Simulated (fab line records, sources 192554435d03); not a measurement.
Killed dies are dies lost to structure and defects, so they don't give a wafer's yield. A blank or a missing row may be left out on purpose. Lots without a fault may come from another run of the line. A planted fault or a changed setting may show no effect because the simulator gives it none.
fab line records | flow n5_finfet
record lots=7 wafers=21
route steps=1938 shown SD_EPI_N@262 SD_EPI_P@321 SD_ACTIVATION@330 SDB@368 HKMG_FIN@444 GATE_CUT@466 MOL_CONTACT_COAG@537 BEOL_M0_SAQP@692
start_h: hours from the record's first day to the start of the lot's first wafer shown | wait_h: hours since the lot's step before | " the same as in the row above | L1.1+2: a row that stands for several wafers | - no value, or no start given | * or withheld: withheld | < > ~ a bound
route shown NAME@n: a module of which the file shows steps, and the number in the route of the first | usual: mean/standard deviation of fault-free wafers | same: alike in all rows | chamber/n: place in a boat | sites: the reading at each site | _std_site: their standard deviation | _edge_site: outer sites' mean less inner sites' | radius_mm: how far each site lies from the wafer's centre | mask NAME#n: copy n | behind: the tool/chamber that last shaped the wafer | hold: why the lot was held/for how many hours/how that ended | device: the transistor (n, p or np) that didn't switch | end of line: the same wafers' tests at the end of the route | a step without rows: its recipe alone | killed: dies lost to structure and defects at the first sort, not the wafer's yield | map: a wafer's dies, x killed, . not, _ none there
set.NAME: the setting as run; set.NAME@STEP: as run at that earlier step | model.NAME: the simulator's own value behind a step, which no gauge read
lots whose settings were changed on purpose; a table a step, a row a wafer
## steps
# step N5_SD_EPI_N_COAT_32
# recipe resist=SOC temp_c=250 time_s=60 spin_rpm=1500 resist_thk_nm=350
# columns lot.wafer tool chamber start_h wait_h set.spin_rpm model.SOC_of_SD_EPI_N_COAT_32.thk_nm
L075.3 litho_track-05 0 53.17 0.0 1500 351.6
L075.5 " 0 " " 1500 351.2
L075.6 " 0 " " 1500 351.8
L085.1+6 litho_track-01 0 115.30 0.0 1360 367.4
L085.5 " 0 " " 1500 349.8
L088.2 litho_track-05 0 134.48 0.0 1500 353.4
L088.4 " 0 " " 1500 352.4
L088.6 " 0 " " 1500 352
L089.1 litho_track-05 0 138.81 0.0 1353 367.8
L089.4 " 0 " " 1353 368.2
L089.6 " 0 " " 1500 349.6
L093.1 litho_track-01 0 161.83 0.0 1641 334.8
L093.3 " 0 " " 1641 334.6
L093.6 " 0 " " 1500 350.6
L095.2 litho_track-05 0 176.32 0.0 1500 351.4
L095.5 " 0 " " 1500 352.4
L095.6 " 0 " " 1500 351.2
L096.2 litho_track-04 0 180.03 0.0 1500 348.2
L096.3 " 0 " " 1500 348
L096.6 " 0 " " 1549 343.4
# step N5_SD_EPI_P_EPI_21
# recipe material=SiGe:B dopant=B temp_c=550 pressure_torr=20 ambient=H2 time_s=355
# columns lot.wafer tool chamber start_h wait_h set.temp_c model.SiGe-B_of_SD_EPI_P_EPI_21.thk_nm
L075.3 epi_rpcvd-01 0 61.07 0.8 547.4 58.2
L075.5 " 0 " " 550 61.6
L075.6 " 0 " " 550 61.2
L085.1 epi_rpcvd-02 0 121.87 0.2 551.7 63.8
L085.5 " 0 123.79 2.0 550 61.6
L085.6 " 0 " " 550 62.4
L088.2 epi_rpcvd-02 0 140.99 0.5 552 63.2
L088.4 " 0 " " 550 60.4
L088.6 " 0 " " 550 60
L089.1 epi_rpcvd-04 0 145.43 0.1 550 61.4
L089.4 " 0 146.51 1.1 550 61.8
L089.6 " 0 " " 550 62
L093.1+6 epi_rpcvd-04 0 168.32 0.1 550 62.4
L093.3 " 0 " " 550 62.2
L095.2 epi_rpcvd-02 0 183.06 0.5 550 60.6
L095.5 " 0 184.14 1.5 550 60.2
L095.6 " 0 " " 550 60.4
L096.2 epi_rpcvd-04 0 187.54 0.5 550 62.6
L096.3 " 0 " " 552.4 65.2
L096.6 " 0 188.98 1.8 550 63
# step N5_SD_EPI_P_HM_STRIP_48
# recipe chemistry=H3PO4 temp_c=160 material=SiNx target=SiNx target_depth_a=30 overetch_fraction=0.3
# columns lot.wafer tool chamber start_h wait_h set.temp_c@SD_EPI_P_EPI_21 model.SiGe-B_of_SD_EPI_P_EPI_21.thk_nm
L075.3 wet_bench-02 6 62.58 0.0 547.4 58
L075.5 " 0 " " 550 61.2
L075.6 " 1 " " 550 60.8
L085.1 wet_bench-06 1 124.83 0.0 551.7 63.6
L085.5 " 4 " " 550 61.2
L085.6 " 3 " " 550 62.2
L088.2 wet_bench-02 5 142.86 0.0 552 63
L088.4 " 1 " " 550 60.2
L088.6 " 6 " " 550 59.8
L089.1 wet_bench-01 3 147.66 0.0 550 61.2
L089.4 " 5 " " 550 61.4
L089.6 " 4 " " 550 61.6
L093.1 wet_bench-06 2 171.27 0.0 550 62.2
L093.3+6 " 0,6 " " 550 62
L095.2+6 wet_bench-02 4,1 184.95 0.0 550 60.2
L095.5 " 0 " " 550 60
L096.2 wet_bench-02 0 189.41 0.0 550 62.4
L096.3 " 7 " " 552.4 64.8
L096.6 " 6 " " 550 62.6
# step N5_SD_EPI_P_SRD_49
# recipe dry=ipa_marangoni time_s=30 temp_c=23 rinse_liquid=diw
# step N5_SD_EPI_P_PRECLEAN_24
# recipe chemistry=O3/DIW time_s=45 temp_c=22 o3_ppm=10
# columns lot.wafer tool chamber start_h wait_h set.temp_c@SD_EPI_P_EPI_21 model.SiGe-B_of_SD_EPI_P_EPI_21.thk_nm
L075.3 wet_bench-02 6 62.66 0.0 547.4 57.8
L075.5 " 0 " " 550 61
L075.6 " 1 " " 550 60.6
L085.1 wet_bench-06 1 124.90 0.0 551.7 63.4
L085.5 " 4 " " 550 61
L085.6 " 3 " " 550 62
L088.2 wet_bench-02 5 142.93 0.0 552 62.8
L088.4 " 1 " " 550 60
L088.6 " 6 " " 550 59.6
L089.1 wet_bench-01 3 147.73 0.0 550 61
L089.4 " 5 " " 550 61.2
L089.6 " 4 " " 550 61.4
L093.1+6 wet_bench-06 2,6 171.34 0.0 550 62
L093.3 " 0 " " 550 61.8
L095.2 wet_bench-02 4 185.09 0.0 550 60.2
L095.5 " 0 " " 550 59.8
L095.6 " 1 " " 550 60
L096.2 wet_bench-02 0 189.55 0.0 550 62.2
L096.3 " 7 " " 552.4 64.8
L096.6 " 6 " " 550 62.4
# step N5_SD_EPI_P_PRECLEAN_32
# recipe chemistry=dHF time_s=10 dilution=500:1 temp_c=25
# step N5_SD_EPI_P_PRECLEAN_33
# recipe chemistry=SC2 time_s=45 temp_c=35 mix=1:1:50
# step N5_SD_ACTIVATION_RTA_00
# recipe temp_c=975 time_s=0 ambient=N2 idle_temp_c=600 ramp_up_c_per_s=150 ramp_down_c_per_s=60 cool_to_c=600
# step N5_SD_ACTIVATION_LSA_01
# recipe temp_c=1080 time_s=0.0008 ambient=N2
# step N5_SD_ACTIVATION_RS_MEAS_03
# recipe thk_meas_gauge=four-point-probe
# usual RS_SD_N=21.89/0.29 RS_SD_P=55.8/0.98
# columns lot.wafer tool chamber start_h wait_h set.temp_c@SD_EPI_P_EPI_21 RS_SD_N[ohm/sq] RS_SD_P[ohm/sq]
L075.3 film_metro-02 - 63.20 0.2 547.4 22.12 58.2
L075.5 " - " " 550 22.21 55.4
L075.6 " - " " 550 22.08 55.2
L085.1 film_metro-01 - 125.40 0.2 551.7 21.75 53.0
L085.5 " - " " 550 21.70 55.2
L085.6 " - " " 550 21.52 53.9
L088.2 film_metro-01 - 143.59 0.2 552 21.65 54.0
L088.4 " - " " 550 21.36 56.4
L088.6 " - " " 550 21.42 57.3
L089.1 film_metro-02 - 148.77 0.2 550 21.44 55.0
L089.4 " - " " 550 21.95 54.5
L089.6 " - " " 550 21.65 54.7
L093.1 film_metro-01 - 172.00 0.2 550 21.48 53.6
L093.3 " - " " 550 21.41 53.6
L093.6 " - " " 550 21.50 53.7
L095.2 film_metro-01 - 185.72 0.2 550 21.78 55.0
L095.5 " - " " 550 21.77 56.2
L095.6 " - " " 550 21.78 55.6
L096.2 film_metro-01 - 190.12 0.2 550 21.81 54.4
L096.3 " - " " 552.4 21.83 51.9
L096.6 " - " " 550 21.81 53.5
# step N5_SDB_ETCH_25
# recipe chemistry=C4F6/O2 target=SiO2 target_depth_a=100 time_s=3.3 ion_energy_ev=250 mask_material=SiNx pressure_mtorr=30 source_w=345 bias_w=185 Ar_flow_sccm=300 C4F6_flow_sccm=10 O2_flow_sccm=10
# columns lot.wafer tool chamber start_h wait_h set.time_s model.etch.depth_nm
L075.3 rie_diel-04 1 71.58 0.3 3.3 10.15
L075.5 " 0 " " 3.3 10.1
L075.6 " 3 " " 3.3 10.14
L085.1 rie_diel-01 0 133.08 0.0 3.3 10.08
L085.5 " 2 " " 3.3 9.814
L085.6 " 1 " " 2.709 8.272
L088.2 rie_diel-01 2 151.63 0.1 2.713 8.048
L088.4 " 0 " " 3.3 10.12
L088.6 " 3 " " 3.3 10.11
L089.1 rie_diel-04 3 156.98 0.0 3.3 10.13
L089.4 " 1 " " 3.3 10.06
L089.6 " 2 " " 3.3 9.869
L093.1 rie_diel-05 0 180.30 0.6 2.93 8.896
L093.3 " 3 " " 3.3 9.87
L093.6 " 0 " " 3.3 9.993
L095.2 rie_diel-04 3 193.81 0.0 3.3 9.996
L095.5 " 0 " " 3.3 9.999
L095.6 " 3 " " 3.3 9.937
L096.2 rie_diel-05 2 198.17 0.2 3.3 9.763
L096.3 " 0 " " 3.3 9.995
L096.6 " 0 " " 3.3 9.937
# step N5_SDB_CUT_ETCH_26
# recipe chemistry=HBr/Cl2/O2 target=Si target_depth_a=1296 bt_time_s=20 mask_material=SiNx time_s=51.8 ion_energy_ev=* bias_w=* pressure_mtorr=10 icp_w=800 HBr_flow_sccm=150 Cl2_flow_sccm=80 O2_flow_sccm=12
# columns lot.wafer tool chamber start_h wait_h set.bias_w model.SDB.feature_depth_nm model.etch.depth_nm model.SiNx_of_SDB_HM_DEP_00.thk_nm
L075.3 rie_si-05 1 71.67 0.1 * 130 129.9 21
L075.5 " 2 " " * 133.2 133.1 20.8
L075.6 " 1 " " * 127.2 127.2 22.6
L085.1 rie_si-05 0 133.16 0.1 * 123.6 123.6 23
L085.5 " 2 " " * 129.2 129.2 21.8
L085.6 " 3 " " * 121.2 121.2 24.6
L088.2 rie_si-06 1 151.71 0.1 * 127.4 127.4 22
L088.4 " 3 " " * 133.6 133.6 21
L088.6 " 0 " " * 129.8 129.7 22.8
L089.1 rie_si-01 0 157.07 0.1 * 130.2 130.2 21.8
L089.4 " 3 " " * 134.2 134.3 20.4
L089.6 " 0 " " * 130.4 130.4 22.4
L093.1 rie_si-05 0 180.38 0.1 * 130.2 130.1 22
L093.3 " 3 " " * 127.8 127.8 22.2
L093.6 " 2 " " * 130 130 22.2
L095.2 rie_si-05 2 193.90 0.1 * 130.8 130.9 21.4
L095.5 " 2 " " * 131 131.1 21.8
L095.6 " 1 " " * 127.8 127.8 22.4
L096.2 rie_si-06 2 198.26 0.1 * 126.6 126.6 24.4
L096.3 " 1 " " * 130.2 130.2 21.2
L096.6 " 0 " " * 130.4 130.4 22
# step N5_HKMG_FIN_ETCH_86
# recipe chemistry=N2/H2 target=SOC target_depth_a=3932 stop_on=TiN ion_energy_ev=100 bias_w=61 pressure_mtorr=30 source_w=850 n2_flow_sccm=200 h2_flow_sccm=200
# columns lot.wafer tool chamber start_h wait_h set.target_depth_a model.SOC_of_HKMG_FIN_COAT_85.thk_nm
L075.3 rie_diel-04 0 81.60 - 3456 48.8
L075.5 " 2 " " 3932 19.2
L075.6 " 3 " " 3456 50
L085.1 rie_diel-01 0 142.96 - 3932 16.2
L085.5 " 1 " " 4108 8.4
L085.6 " 2 " " 4108 9.2
L088.2 rie_diel-05 1 161.33 - 3932 15.2
L088.4 " 3 " " 3932 20.4
L088.6 " 1 " " 3632 36.8
L089.1+6 rie_diel-04 1 166.81 - 3932 16.8
L089.4 " 0 " " 3932 15.4
L093.1 rie_diel-04 2 191.11 - 3932 20.4
L093.3+6 " 0 " " 3932 15.8
L095.2+5 rie_diel-05 1 204.05 - 3932 15.8
L095.6 " 0 " " 3932 19.6
L096.2 rie_diel-05 0 207.74 - 3932 19.6
L096.3 " 2 " " 3932 20.4
L096.6 " 1 " " 3804 25
# step N5_GATE_CUT_ETCH_56
# recipe chemistry=Cl2/Ar target=TiN target_depth_a=216 pressure_mtorr=10 icp_w=600 bias_w=60 Cl2_flow_sccm=40 Ar_flow_sccm=60
# columns lot.wafer tool chamber start_h wait_h set.icp_w model.etch.depth_nm
L075.3 rie_metal-02 0 84.98 0.1 600 22.24
L075.5 " 1 " " 600 22.36
L075.6 " 0 " " 548.7 20.47
L085.1 rie_metal-02 1 146.28 0.1 600 22.03
L085.5 " 1 " " 563.9 20.98
L085.6 " 0 " " 563.9 20.79
L088.2 rie_metal-01 0 164.60 0.1 600 21.92
L088.4 " 1 " " 660.1 24.62
L088.6 " 1 " " 600 22.45
L089.1 rie_metal-02 0 170.05 0.1 600 22.15
L089.4+6 " 1 " " 570.1 21.19
L093.1 rie_metal-01 0 194.33 0.1 600 21.77
L093.3 " 0 " " 698.4 24.82
L093.6 " 0 " " 698.4 25.01
L095.2 rie_metal-01 1 207.39 0.1 600 22.46
L095.5 " 1 " " 600 22.26
L095.6 " 0 " " 600 21.89
L096.2 rie_metal-01 1 211.32 0.1 600 22.33
L096.3 " 0 " " 646.8 23.3
L096.6 " 1 " " 600 22.1
# step N5_MOL_CONTACT_COAG_ETCH_15
# recipe chemistry=CH3F/O2 target=SiNx target_depth_a=70 mask_material=SOC stop_on=Si:P over_etch_frac=0.75 ion_energy_ev=120 pressure_mtorr=30 source_w=395 bias_w=73 Ar_flow_sccm=150 CH3F_flow_sccm=30 O2_flow_sccm=20
# usual rf_vpp_V=297/3.3
# columns lot.wafer tool chamber start_h wait_h set.source_w rf_vpp_V
L075.3 rie_diel-01 1 92.84 0.0 395 296
L075.5 " 3 " " 340 318
L075.6 " 2 " " 340 312
L085.1 rie_diel-01 2 153.96 0.0 426.5 281
L085.5 " 1 " " 395 296
L085.6 " 2 " " 426.5 281
L088.2 rie_diel-05 1 172.99 0.0 395 298
L088.4 " 2 " " 337.6 323
L088.6 " 1 " " 395 296
L089.1 rie_diel-05 1 177.86 0.0 395 297
L089.4 " 2 " " 465.2 278
L089.6 " 0 " " 465.2 281
L093.1 rie_diel-05 0 202.48 0.0 358.3 315
L093.3 " 3 " " 358.3 313
L093.6 " 1 " " 358.3 309
L095.2 rie_diel-05 1 215.36 0.0 395 296
L095.5 " 0 " " 395 301
L095.6 " 3 " " 395 299
L096.2 rie_diel-04 2 219.63 0.0 395 294
L096.3 " 3 " " 449.2 279
L096.6 " 0 " " 449.2 278
# step N5_MOL_CONTACT_COAG_COAT_63
# recipe resist=SiARC temp_c=220 time_s=60 spin_rpm=1500 resist_thk_nm=10
# columns lot.wafer tool chamber start_h wait_h set.spin_rpm model.SiARC_of_MOL_CONTACT_COAG_COAT_63.thk_nm
L075.3 litho_track-04 0 - - 1500 10
L075.5+6 " 0 " " 1352 10.4
L085.1+5+6 litho_track-01 0 - - 1500 10
L088.2+4 litho_track-01 0 - - 1665 9.4
L088.6 " 0 " " 1500 10
L089.1+4 litho_track-01 0 - - 1411 10.2
L089.6 " 0 " " 1500 10
L093.1 litho_track-01 0 - - 1455 10.2
L093.3+6 " 0 " " 1500 10
L095.2+5+6 litho_track-05 0 - - 1500 10
L096.2+6 litho_track-01 0 - - 1500 10
L096.3 " 0 " " 1423 10.2
# step N5_MOL_CONTACT_COAG_COAT_64
# recipe resist=underlayer temp_c=205 time_s=60 spin_rpm=1500 resist_thk_nm=10
# columns lot.wafer tool chamber start_h wait_h set.temp_c
L075.3+5+6 litho_track-04 0 - - 205
L085.1+5 litho_track-01 0 - - 205
L085.6 " 0 " " 201.1
L088.2+4+6 litho_track-01 0 - - 205
L089.1+4+6 litho_track-01 0 - - 205
L093.1+3+6 litho_track-01 0 - - 205
L095.2+5+6 litho_track-05 0 - - 205
L096.2+6 litho_track-01 0 - - 199.9
L096.3 " 0 " " 205
# step N5_MOL_CONTACT_COAG_COAT_34
# recipe resist=CAR-EUV spin_rpm=1500 resist_thk_nm=40
# step N5_MOL_CONTACT_COAG_EBR_36
# recipe solvent=PGMEA ebr_width_mm=1.5
# step N5_MOL_CONTACT_COAG_DESCUM_45
# recipe chemistry=O2 time_s=7 source_power_w=50 bias_power_w=20 pressure_mtorr=20 rf_frequency_hz=2.712e+07 temp_c=40 resist=CAR-EUV o2_flow_sccm=225
# step N5_MOL_CONTACT_COAG_ETCH_65
# recipe chemistry=N2/H2 target=underlayer target_depth_a=130 mask_material=CAR-EUV time_s=10.4 ion_energy_ev=200 pressure_mtorr=30 source_w=840 bias_w=150 n2_flow_sccm=200 h2_flow_sccm=200 ends=cleared
# step N5_MOL_CONTACT_COAG_ETCH_66
# recipe chemistry=CF4 target=SiARC target_depth_a=130 mask_material=CAR-EUV time_s=21.7 ion_energy_ev=80 pressure_mtorr=40 source_w=545 bias_w=36 Ar_flow_sccm=100 cf4_flow_sccm=100 ends=cleared
# columns lot.wafer tool chamber start_h wait_h set.spin_rpm@MOL_CONTACT_COAG_COAT_63 model.etch.depth_nm
L075.3 rie_diel-01 3 104.14 0.0 1500 9.965
L075.5 " 1 " " 1352 10.49
L075.6 " 2 " " 1352 10.48
L085.1 rie_diel-05 2 165.50 0.0 1500 9.996
L085.5+6 " 2,1 " " 1500 10
L088.2 rie_diel-04 0 187.31 0.0 1665 9.458
L088.4 " 2 " " 1665 9.462
L088.6 " 1 " " 1500 9.921
L089.1 rie_diel-05 2 189.51 0.0 1411 10.24
L089.4 " 3 " " 1411 10.25
L089.6 " 0 " " 1500 9.953
L093.1 rie_diel-04 0 212.39 0.0 1455 10.15
L093.3 " 1 " " 1500 9.97
L093.6 " 3 " " 1500 9.989
L095.2 rie_diel-05 0 225.73 0.0 1500 9.953
L095.5 " 1 " " 1500 9.995
L095.6 " 2 " " 1500 9.997
L096.2 rie_diel-01 2 231.15 0.0 1500 9.994
L096.3 " 0 " " 1423 10.23
L096.6 " 1 " " 1500 9.967
# step N5_MOL_CONTACT_COAG_ALD_133
# recipe material=SiO2 target_thk_a=50 temp_c=100 ald_precursor_family=BDEAS ald_co_reactant=O2-plasma pulse_time_s=1 co_reactant_pulse_time_s=1 purge_time_s=2 co_reactant_purge_time_s=2 ald_cycles=35 pressure_torr=2
# step N5_MOL_CONTACT_COAG_ETCHBACK_134
# recipe chemistry=CHF3 target=SiO2 target_depth_a=100 time_s=6.7 ion_energy_ev=200 pressure_mtorr=30 source_w=610 bias_w=170 Ar_flow_sccm=200 CHF3_flow_sccm=50
# step N5_MOL_CONTACT_COAG_ETCH_67
# recipe chemistry=N2/H2 target=SOC target_depth_a=600 overetch_a=210 mask_material=SiARC temp_c=40 time_s=101.2 ion_energy_ev=200 pressure_mtorr=30 source_w=840 bias_w=150 n2_flow_sccm=200 h2_flow_sccm=200
# columns lot.wafer tool chamber start_h wait_h set.spin_rpm@MOL_CONTACT_COAG_COAT_63 model.SiARC_of_MOL_CONTACT_COAG_COAT_63.thk_nm
L075.3 rie_diel-04 2 104.72 0.0 1500 5.8
L075.5 " 2 " " 1352 6.4
L075.6 " 3 " " 1352 6.2
L085.1+5 rie_diel-04 2 165.94 0.0 1500 6
L085.6 " 0 " " 1500 5.8
L088.2 rie_diel-04 3 187.70 0.0 1665 5.2
L088.4 " 2 " " 1665 5.4
L088.6 " 2 " " 1500 5.8
L089.1+4 rie_diel-01 1,0 190.14 0.0 1411 6
L089.6 " 3 " " 1500 5.8
L093.1 rie_diel-05 1 213.88 0.0 1455 6
L093.3+6 " 3,2 " " 1500 5.8
L095.2+5+6 rie_diel-05 1,2,3 226.02 0.0 1500 5.8
L096.2 rie_diel-05 1 232.62 0.0 1500 6
L096.3 " 3 " " 1423 6
L096.6 " 1 " " 1500 5.8
# step N5_BEOL_M0_SAQP_DESCUM_45
# recipe chemistry=O2 time_s=7 source_power_w=50 bias_power_w=20 pressure_mtorr=20 rf_frequency_hz=2.712e+07 temp_c=40 resist=CAR-EUV o2_flow_sccm=225
# columns lot.wafer tool chamber start_h wait_h set.time_s model.CAR-EUV_of_BEOL_M0_SAQP_COAT_34.thk_nm
L075.3+5+6 rie_diel-03 3,2,3 116.98 0.0 7 26
L085.1 rie_diel-03 0 176.07 0.0 7 26.2
L085.5 " 3 " " 8.45 25.4
L085.6 " 0 " " 7 26
L088.2 rie_diel-03 3 198.58 0.0 7 26
L088.4+6 " 3,2 " " 8.494 25.2
L089.1+4 rie_diel-02 3,2 201.30 0.0 6.373 26.4
L089.6 " 1 " " 7 26
L093.1 rie_diel-02 3 225.58 0.0 7 25.8
L093.3 " 2 " " 7.968 25.4
L093.6 " 0 " " 7 26
L095.2+5+6 rie_diel-06 3,0,3 237.75 0.0 7 25.8
L096.2+3+6 rie_diel-02 0,3,0 243.14 0.1 7 26
# step N5_BEOL_M0_SAQP_CUT_ETCH_46
# recipe chemistry=N2/H2 target=SOC target_depth_a=1350 overetch_a=270 temp_c=40 time_s=202.5 ion_energy_ev=200 mask_material=SiARC pressure_mtorr=30 source_w=840 bias_w=150 n2_flow_sccm=200 h2_flow_sccm=200
# columns lot.wafer tool chamber start_h wait_h set.time_s model.SiARC_of_BEOL_M0_SAQP_COAT_72.thk_nm model.BEOL_M0_SAQP.cd_nm
L075.3 rie_diel-03 3 117.17 0.1 202.5 5.2 30
L075.5 " 2 " " 202.5 4.8 29.8
L075.6 " 3 " " 202.5 5 29.8
L085.1 rie_diel-03 0 176.15 0.0 202.5 5 30
L085.5 " 3 " " 202.5 5 30.2
L085.6 " 0 " " 202.5 5 29.8
L088.2 rie_diel-03 3 198.66 0.0 158.6 7.2 29.2
L088.4 " 3 " " 202.5 5 30
L088.6 " 2 " " 202.5 4.8 30.2
L089.1+6 rie_diel-02 3,1 201.38 0.0 231.4 3.4 30.8
L089.4 " 2 " " 202.5 5 30.2
L093.1 rie_diel-02 3 225.66 0.0 174 6.4 29.6
L093.3 " 2 " " 174 6.4 29.8
L093.6 " 0 " " 202.5 4.8 30.2
L095.2+6 rie_diel-06 3 237.84 0.0 202.5 4.8 30.2
L095.5 " 0 " " 202.5 4.6 30.2
L096.2 rie_diel-02 0 243.22 0.0 229.5 3.4 30.8
L096.3 " 3 " " 229.5 3.6 30.2
L096.6 " 0 " " 202.5 4.8 30
## key
split step=N5_SD_EPI_N_COAT_32 setting=spin_rpm stated=1500 by=wafer
response step=N5_SD_EPI_N_COAT_32 reading=model.SOC_of_SD_EPI_N_COAT_32.thk_nm change=-1.81 per=1% r=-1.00
split step=N5_SD_EPI_P_EPI_21 setting=temp_c stated=550 by=wafer
response step=N5_SD_EPI_P_EPI_21 reading=model.SiGe-B_of_SD_EPI_P_EPI_21.thk_nm change=+6.56 per=1% r=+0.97
response step=N5_SD_EPI_P_HM_STRIP_48 reading=model.SiGe-B_of_SD_EPI_P_EPI_21.thk_nm change=+6.39 per=1% r=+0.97
response step=N5_SD_EPI_P_PRECLEAN_24 reading=model.SiGe-B_of_SD_EPI_P_EPI_21.thk_nm change=+6.53 per=1% r=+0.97
response step=N5_SD_ACTIVATION_RS_MEAS_03 reading=RS_SD_P change=-5.91 per=1% r=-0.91
split step=N5_SDB_ETCH_25 setting=time_s stated=3.3 by=wafer
response step=N5_SDB_ETCH_25 reading=model.etch.depth_nm change=+0.103 per=1% r=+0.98
split step=N5_SDB_CUT_ETCH_26 setting=bias_w stated=* by=wafer
response step=N5_SDB_CUT_ETCH_26 reading=model.SDB.feature_depth_nm change=+0.314 per=1% r=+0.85
response step=N5_SDB_CUT_ETCH_26 reading=model.etch.depth_nm change=+0.317 per=1% r=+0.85
response step=N5_SDB_CUT_ETCH_26 reading=model.SiNx_of_SDB_HM_DEP_00.thk_nm change=-0.13 per=1% r=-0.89
split step=N5_HKMG_FIN_ETCH_86 setting=target_depth_a stated=3932 by=wafer
response step=N5_HKMG_FIN_ETCH_86 reading=model.SOC_of_HKMG_FIN_COAT_85.thk_nm change=-2.38 per=1% r=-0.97
split step=N5_GATE_CUT_ETCH_56 setting=icp_w stated=600 by=wafer
response step=N5_GATE_CUT_ETCH_56 reading=model.etch.depth_nm change=+0.198 per=1% r=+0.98
split step=N5_MOL_CONTACT_COAG_ETCH_15 setting=source_w stated=395 by=wafer
response step=N5_MOL_CONTACT_COAG_ETCH_15 reading=rf_vpp_V change=-1.32 per=1% r=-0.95
split step=N5_MOL_CONTACT_COAG_COAT_63 setting=spin_rpm stated=1500 by=wafer
response step=N5_MOL_CONTACT_COAG_COAT_63 reading=model.SiARC_of_MOL_CONTACT_COAG_COAT_63.thk_nm change=-0.0462 per=1% r=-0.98
response step=N5_MOL_CONTACT_COAG_ETCH_66 reading=model.etch.depth_nm change=-0.0474 per=1% r=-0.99
response step=N5_MOL_CONTACT_COAG_ETCH_67 reading=model.SiARC_of_MOL_CONTACT_COAG_COAT_63.thk_nm change=-0.0441 per=1% r=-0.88
split step=N5_MOL_CONTACT_COAG_COAT_64 setting=temp_c stated=205 by=wafer
response none clear
split step=N5_BEOL_M0_SAQP_DESCUM_45 setting=time_s stated=7 by=wafer
response step=N5_BEOL_M0_SAQP_DESCUM_45 reading=model.CAR-EUV_of_BEOL_M0_SAQP_COAT_34.thk_nm change=-0.0364 per=1% r=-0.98
split step=N5_BEOL_M0_SAQP_CUT_ETCH_46 setting=time_s stated=202.5 by=wafer
response step=N5_BEOL_M0_SAQP_CUT_ETCH_46 reading=model.SiARC_of_BEOL_M0_SAQP_COAT_72.thk_nm change=-0.107 per=1% r=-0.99
response step=N5_BEOL_M0_SAQP_CUT_ETCH_46 reading=model.BEOL_M0_SAQP.cd_nm change=+0.0398 per=1% r=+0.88
